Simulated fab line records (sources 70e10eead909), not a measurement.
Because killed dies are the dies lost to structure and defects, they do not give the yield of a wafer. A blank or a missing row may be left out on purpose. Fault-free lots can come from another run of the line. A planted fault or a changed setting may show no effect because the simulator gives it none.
Chamber matching    flow nand harc    NHARC_A_BONDPAD_CMP_29 on cmp-02: 4 sister chambers
The step polishes SiCN, target thk 200 nm. 4 wafers are shown with their chamber, then 8 later ones without.

== WAFERS, EACH WITH ITS CHAMBER ==
wafer   chamber  motor current A (A)
L652.5  1        11.8
L653.1  0        14.7
L653.2  2        11.0
L655.1  3        10.3

== WAFERS MISSING THEIR CHAMBER ==
wafer   motor current A (A)
L655.2  12.1
L655.5  10.5
L657.1  10.7
L657.2  11.3
L657.3  11.9
L665.3  10.4
L665.4  15.0
L665.6  10.7

== WHICH CHAMBER EACH ONE RAN IN ==
wafer   from the rows above      in truth
L655.2  1                        1
L655.5  can't be placed: 3 or 2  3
L657.1  can't be placed: 2 or 3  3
L657.2  can't be placed: 2 or 1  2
L657.3  1                        1
L665.3  can't be placed: 3 or 2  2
L665.4  0                        0
L665.6  can't be placed: 2 or 3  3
3 of 8 placed correctly. From these rows, 5 cannot be placed; in 5 the true chamber is one of the candidates. Number placed wrongly: 0.
How it was worked out, from the rows above alone: a wafer's distance from a chamber is the root of the sum, over the readings, of the square of ((its reading less the chamber's mean) divided by the reading's scatter). The wafer belongs to the nearest chamber; if the next one is less than 2 further off, it can't be placed. For every chamber, the mean is computed from those of its wafers that are shown. The scatter: root of mean squared gap, hidden wafer to nearest shown wafer, with one shown wafer a chamber.
